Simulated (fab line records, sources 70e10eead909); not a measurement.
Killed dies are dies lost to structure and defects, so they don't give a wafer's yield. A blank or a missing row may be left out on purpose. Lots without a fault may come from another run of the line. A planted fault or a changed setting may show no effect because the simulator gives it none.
Problem report in the 8D (eight disciplines) form, filled by code | flow nand_harc | the parts of the form that need people (team, actions taken, sign-off) are left out

1. THE PROBLEM
killed_at_periphery at NHARC_END_SORT_01 reads a mean of 57.2 on 9 wafers of 3 lots; wafers without a fault read 3.7 with a standard deviation of 2.6. That is +21 standard deviations from the usual mean.
First seen on wafer L732.1, day 30 17:49, on prober-02. The record holds 33 wafers of 11 lots with a number at this step. Rule for "out", or "out of limits": more than 4 standard deviations from the usual mean. The other wafers with a number count as sound.

2. WHAT IT IS AND WHAT IT IS NOT
question                    | is                     | is not
which readings at this step | killed_at_periphery    | killed_at_array, killed_at_other
which lots                  | L730, L732, L733       | L716, L718, L720, L721, L722, L723, L725, L739
which wafers of those lots  | all that have a number | -
read on which gauges        | prober-01, prober-02   | -
when                        | from day 30 17:49      | up to then (21 sound wafers); but 3 sound wafers of L739 came after

3. SUSPECTS, AND WHAT RULES EACH OUT
Counting: a tool at a process step up to the reading stays a suspect if it ran every lot that is out and no sound lot after the first of them.
- the gauge at NHARC_END_SORT_01: ruled out. The wafers that are out were read on 2 gauges (prober-01, prober-02).
- pvd_sputter-03 at NHARC_P_M1_PVD_21 (deposits Cu, target thk 30 nm, time 20.49 s): kept. It ran every lot that is out, first L730 (day 12 15:43), and no sound lot after that; its last sound lot up to then is L722 (day 8 22:16).
- rie_metal-02 at NHARC_THIN_TSV_ETCH_36 (etches the open film in Cl2/BCl3, target depth 65 nm, time 18.571 s): kept. It ran every lot that is out, first L732 (day 30 08:37), and no sound lot after that.
Left after counting: pvd_sputter-03 at NHARC_P_M1_PVD_21, rie_metal-02 at NHARC_THIN_TSV_ETCH_36.

4. THE CAUSE (what the simulator had put in)
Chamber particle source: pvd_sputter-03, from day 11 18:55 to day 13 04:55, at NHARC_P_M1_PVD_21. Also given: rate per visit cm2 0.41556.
Counting left 2 suspects, and this tool is among them.

5. THE CHAIN OF EFFECTS, in route order
Each row: a reading whose mean over the struck wafers that have a number lies more than 3 standard deviations from the usual. Only readings for which the record gives a usual standard deviation are gone through. hours: the time from each lot's start at the first step in this table that gives one to its start at this step, as a median over the lots. sigmas: the change in usual standard deviations.
hours | step              | reading              | usual  | on struck wafers | change | sigmas
0     | NHARC_END_SORT_01 | defect_limited_yield | 90.2 % | 83.2             | -7.0   | -3.0
0     | NHARC_END_SORT_01 | killed_at_periphery  | 3.7    | 57.2             | +53.5  | +21
0     | NHARC_END_SORT_01 | killed_dies          | 66     | 114              | +48    | +3.2

6. WHAT WOULD HAVE CAUGHT IT SOONER
In this record the first reading out of limits at a measuring or inspecting step was taken at day 30 17:49, 455 hours after the fault began at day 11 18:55.
Of the tool readings at NHARC_P_M1_PVD_21 for which the record gives a usual standard deviation, none was out on any struck wafer, so an alarm limit of 4 standard deviations on them would not have fired.
All the lots that are out (3) had begun NHARC_P_M1_PVD_21 on pvd_sputter-03 by day 30 17:49. A hold on the tool at that time would have spared none of them.
